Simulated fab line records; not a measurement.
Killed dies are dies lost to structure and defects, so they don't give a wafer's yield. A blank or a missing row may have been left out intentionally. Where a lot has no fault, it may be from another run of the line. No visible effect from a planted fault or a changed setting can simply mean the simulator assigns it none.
Which tool did it? | flow n5_finfet | 24 wafers from 8 lots sampled at 6 of the route's 1938 steps

## WHAT THE GAUGES READ, wafer by wafer
N5_BEOL_M3_CD_MEAS_28: target cd 25.7 nm, target cd y 23.3 nm.
lot  | measured     | on        | cd_nm (nm)
L934 | day 7 04:14  | cd_sem-01 | 25.77 25.50 25.78
L935 | day 7 08:25  | cd_sem-01 | 25.74 25.30 25.76
L937 | day 7 21:10  | cd_sem-03 | 25.54 25.62 25.68
L942 | day 9 10:47  | cd_sem-03 | 24.63 24.54 24.78
L947 | day 10 11:53 | cd_sem-03 | 25.02 25.10 25.18
L950 | day 11 05:01 | cd_sem-01 | 25.73 25.51 25.70
L956 | day 12 21:10 | cd_sem-03 | 25.71 25.60 26.01
L957 | day 12 23:58 | cd_sem-02 | 25.57 25.69 25.39

N5_BEOL_M4_RC_MEAS_101.
lot  | measured     | on        | DIBL_N (mV/V)  | DIBL_P (mV/V)  | IOFF_N (nA/um)    | IOFF_P (nA/um)    | ION_N (uA/um) | ION_P (uA/um) | SS_N (mV/dec)  | SS_P (mV/dec)  | VT_N (mV)         | VT_P (mV)
L934 | day 8 02:14  | prober-02 | 34.6 38.2 37.1 | 35.1 38.6 37.4 | 0.131 0.191 0.174 | 0.195 0.252 0.229 | 667 680 672   | 460 464 459   | 71.7 72.2 71.7 | 73.3 74.6 74.0 | 250.4 245.9 247.3 | -252.1 -250.6 -249.8
L935 | day 8 04:57  | prober-02 | 34.9 34.1 35.3 | 33.6 33.5 35.0 | 0.130 0.120 0.145 | 0.184 0.181 0.213 | 652 660 664   | 452 455 463   | 71.9 71.0 71.7 | 72.2 72.6 72.7 | 256.1 254.3 251.9 | -249.7 -250.7 -250.3
L937 | day 9 02:19  | prober-02 | 36.2 37.7 35.9 | 35.5 36.6 35.5 | 0.143 0.163 0.145 | 0.188 0.202 0.190 | 669 666 674   | 458 456 462   | 71.7 72.1 71.3 | 72.4 73.5 72.6 | 251.5 251.0 250.1 | -255.1 -252.9 -252.0
L942 | day 10 08:11 | prober-01 | 37.8 38.1 36.6 | 38.9 38.7 35.8 | 0.193 0.199 0.166 | 0.216 0.217 0.174 | 688 687 660   | 460 466 446   | 71.6 71.6 71.7 | 74.2 74.5 72.2 | 244.7 247.1 249.3 | -251.0 -250.6 -253.7
L947 | day 11 08:53 | prober-02 | 36.8 36.6 38.6 | 35.0 35.1 36.8 | 0.145 0.154 0.183 | 0.215 0.227 0.245 | 666 675 684   | 462 469 464   | 71.4 71.7 71.6 | 72.6 73.5 74.0 | 251.2 250.8 248.2 | -248.6 -249.7 -249.9
L950 | day 12 05:29 | prober-01 | 38.6 39.0 37.4 | 36.4 37.3 35.3 | 0.165 0.177 0.144 | 0.210 0.217 0.196 | 677 675 675   | 464 457 458   | 71.7 71.8 71.4 | 73.7 74.6 73.4 | 249.1 250.3 247.9 | -251.6 -251.7 -251.1
L956 | day 13 18:04 | prober-01 | 35.9 37.2 34.9 | 35.7 35.9 34.2 | 0.155 0.157 0.132 | 0.183 0.196 0.171 | 679 670 666   | 461 454 451   | 71.4 71.7 70.5 | 72.8 73.5 73.4 | 248.4 250.7 252.3 | -253.1 -252.3 -254.2
L957 | day 13 23:38 | prober-02 | 35.6 34.9 33.5 | 34.0 34.2 32.8 | 0.141 0.131 0.113 | 0.186 0.198 0.168 | 649 668 654   | 448 462 454   | 71.7 71.1 71.0 | 72.6 73.4 72.6 | 255.4 250.9 256.9 | -253.7 -251.9 -252.6

## WHAT TOOL EACH LOT RAN ON (gives the tool, then ch and the chambers of the sampled wafers, and finally the start)
lot  | N5_BEOL_M3_DESCUM_16               | N5_BEOL_M3_ETCH_74                 | N5_BEOL_M3_ETCH_63                 | N5_BEOL_M3_EXPOSE_25
L934 | rie_diel-01 ch 2,3, day 7 03:22    | rie_diel-01 ch 2,3, day 7 03:24    | rie_diel-01 ch 2,3, day 7 03:25    | euv_scanner-01 ch 0, day 7 04:07
L935 | rie_diel-01 ch 0,3, day 7 07:40    | rie_diel-01 ch 0,3, day 7 07:41    | rie_diel-01 ch 0,3, day 7 07:43    | euv_scanner-01 ch 0, day 7 08:16
L937 | rie_diel-01 ch 0,2,3, day 7 20:17  | rie_diel-01 ch 0,2,3, day 7 20:19  | rie_diel-01 ch 0,2,3, day 7 20:20  | euv_scanner-01 ch 0, day 7 21:01
L942 | rie_diel-04 ch 0,1,2, day 9 09:55  | rie_diel-04 ch 0,1,2, day 9 09:56  | rie_diel-04 ch 0,1,2, day 9 09:58  | euv_scanner-01 ch 0, day 9 10:39
L947 | rie_diel-03 ch 0,2, day 10 10:49   | rie_diel-03 ch 0,2, day 10 10:51   | rie_diel-03 ch 0,2, day 10 10:52   | euv_scanner-01 ch 0, day 10 11:45
L950 | rie_diel-04 ch 0,3, day 11 04:15   | rie_diel-04 ch 0,3, day 11 04:17   | rie_diel-04 ch 0,3, day 11 04:18   | euv_scanner-02 ch 0, day 11 04:53
L956 | rie_diel-04 ch 0,3, day 12 20:17   | rie_diel-04 ch 0,3, day 12 20:19   | rie_diel-04 ch 0,3, day 12 20:20   | euv_scanner-02 ch 0, day 12 21:02
L957 | rie_diel-03 ch 0,2,3, day 12 23:13 | rie_diel-03 ch 0,2,3, day 12 23:14 | rie_diel-03 ch 0,2,3, day 12 23:16 | euv_scanner-02 ch 0, day 12 23:50
- N5_BEOL_M3_DESCUM_16: chemistry O2, time 7 s.
- N5_BEOL_M3_ETCH_74: etches underlayer in N2/H2, target depth 6.5 nm, time 5.2 s.
- N5_BEOL_M3_ETCH_63: etches SiARC in CF4, target depth 15.6 nm, time 26 s.
- N5_BEOL_M3_EXPOSE_25: exposes mask V2, defocus 5 nm.

## AS READ BY THE TOOLS THEMSELVES (means over the sampled wafers that have a number; for cases with no such wafer, the mark the record gives instead)
N5_BEOL_M3_DESCUM_16.
lot  | tool        | drypump_motor_current_A (A) | oes_product_au (a.u.) | rf_fwd_power_W (W) | rf_vpp_V (V) | showerhead_plenum_p_Torr (Torr) | throttle_valve_pct (%)
L934 | rie_diel-01 | 6.5                         | 0.72                  | 49.59              | 241.9        | 2.05                            | 20.61
L935 | rie_diel-01 | 6.0                         | 0.90                  | 49.56              | 244.7        | 2.16                            | 20.15
L937 | rie_diel-01 | 6.2                         | 0.80                  | 49.53              | 243.8        | 2.10                            | 20.38
L942 | rie_diel-04 | 5.6                         | 0.80                  | 49.33              | 243.8        | 2.12                            | 20.47
L947 | rie_diel-03 | 5.2                         | 0.73                  | 49.30              | 240.8        | 2.02                            | 20.38
L950 | rie_diel-04 | 6.3                         | 0.70                  | 49.27              | 241.0        | 2.04                            | 20.36
L956 | rie_diel-04 | 5.8                         | 0.72                  | 49.30              | 243.2        | 2.10                            | 20.49
L957 | rie_diel-03 | 5.7                         | 0.75                  | 49.25              | 242.9        | 2.09                            | 20.36

N5_BEOL_M3_ETCH_74.
lot  | tool        | bias_w (W) | drypump_motor_current_A (A) | etch_rf_on_time_s (s) | n2_flow_sccm (sccm) | oes_product_au (a.u.) | rf_fwd_power_W (W) | rf_vpp_V (V) | showerhead_plenum_p_Torr (Torr) | throttle_valve_pct (%)
L934 | rie_diel-01 | 149.9      | 6.4                         | 5.21                  | 199.6               | 0.61                  | 818.8              | 522          | 2.49                            | 18.05
L935 | rie_diel-01 | 149.9      | 6.0                         | 5.12                  | 199.5               | 0.77                  | 819.0              | 526          | 2.63                            | 17.54
L937 | rie_diel-01 | 149.5      | 6.2                         | 5.15                  | 199.5               | 0.68                  | 817.6              | 523          | 2.56                            | 17.79
L942 | rie_diel-04 | 149.9      | 5.6                         | 5.18                  | 200.2               | 0.68                  | 817.5              | 525          | 2.58                            | 17.94
L947 | rie_diel-03 | 149.9      | 5.3                         | 5.20                  | 200.5               | 0.62                  | 818.0              | 521          | 2.46                            | 17.85
L950 | rie_diel-04 | 150.3      | 6.3                         | 5.24                  | 200.5               | 0.59                  | 817.9              | 523          | 2.48                            | 17.80
L956 | rie_diel-04 | 150.0      | 5.8                         | 5.26                  | 199.4               | 0.61                  | 821.1              | 525          | 2.55                            | 17.98
L957 | rie_diel-03 | 150.0      | 5.7                         | 5.19                  | 200.1               | 0.64                  | 817.9              | 524          | 2.54                            | 17.82

N5_BEOL_M3_ETCH_63.
lot  | tool        | bias_w (W) | drypump_motor_current_A (A) | etch_rf_on_time_s (s) | oes_product_au (a.u.) | rf_fwd_power_W (W) | rf_vpp_V (V) | showerhead_plenum_p_Torr (Torr) | throttle_valve_pct (%)
L934 | rie_diel-01 | 36.02      | 6.4                         | 26.0                  | 0.62                  | 532.1              | 183.4        | 2.10                            | 15.77
L935 | rie_diel-01 | 35.98      | 6.0                         | 25.6                  | 0.78                  | 530.9              | 185.3        | 2.20                            | 15.32
L937 | rie_diel-01 | 35.95      | 6.2                         | 26.0                  | 0.68                  | 532.9              | 184.1        | 2.15                            | 15.57
L942 | rie_diel-04 | 36.01      | 5.6                         | 25.9                  | 0.68                  | 534.0              | 184.6        | 2.17                            | 15.70
L947 | rie_diel-03 | 35.94      | 5.2                         | 25.8                  | 0.62                  | 531.1              | 183.1        | 2.08                            | 15.62
L950 | rie_diel-04 | 35.95      | 6.3                         | 26.0                  | 0.60                  | 535.0              | 183.0        | 2.09                            | 15.66
L956 | rie_diel-04 | 36.08      | 5.8                         | 25.8                  | 0.62                  | 534.1              | 184.8        | 2.16                            | 15.76
L957 | rie_diel-03 | 35.91      | 5.7                         | 26.2                  | 0.64                  | 532.8              | 184.1        | 2.14                            | 15.57

N5_BEOL_M3_EXPOSE_25.
lot  | tool           | exposure_dose_mJ_cm2
L934 | euv_scanner-01 | 62.95
L935 | euv_scanner-01 | 62.87
L937 | euv_scanner-01 | 62.95
L942 | euv_scanner-01 | 58.95
L947 | euv_scanner-01 | 59.78
L950 | euv_scanner-02 | 62.84
L956 | euv_scanner-02 | 62.81
L957 | euv_scanner-02 | 62.90

## THE ANSWER, worked out from the rows above alone
Rule: the usual values come from the lots themselves. Put in order of their means at a reading, lots are off if they are a third of the lots or fewer, leave a main group of 4 or more, and stand apart from it by a gap of 3 or more times the standard deviation of the main group's means; of several such gaps the widest counts. Not used: any main group whose means are identical at the precision the tables above print for the reading. Also off: a lot with no number at a reading for which 4 or more lots have one. Where the step has rows for the other lots, those lots are counted as sound. The gauges are gone through in route order, then the tools' own readings, and for those a lot's mean is taken as printed above. The first step at which some lot is off is used, and at that step the reading that is off furthest; a lot without a number counts as furthest.
Off: L942, L947, at N5_BEOL_M3_CD_MEAS_28 (cd_nm). The main group has a mean of 25.64 nm with a standard deviation of 0.071.
If a tool, at a process step before that reading, ran all the lots that are off and no sound lot after the first of them, it fits. The gauges at N5_BEOL_M3_CD_MEAS_28 aren't tried: what is off there is off at N5_BEOL_M3_EXPOSE_25 too, on other tools, and a gauge's error can't cause that. One fits: euv_scanner-01 at N5_BEOL_M3_EXPOSE_25. A fault onset in the window from L937 (day 7 21:01, its last sound lot) to L942 (day 9 10:39, its first lot off) fits.
On the lots that are off, the tool's own readings at N5_BEOL_M3_EXPOSE_25 differ by more than 5 times the standard deviation of the sound lots' means, which bears it out; exposure_dose_mJ_cm2 reads 59.37 there versus 62.89 on the sound lots.

## WHAT WAS PUT IN BY THE SIMULATOR
Process parameter drift: euv_scanner-01, from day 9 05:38 on, at N5_BEOL_M3_EXPOSE_25. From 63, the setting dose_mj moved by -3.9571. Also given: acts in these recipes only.
Shown lots that were struck: L942, L947. Same finding as the rule above.
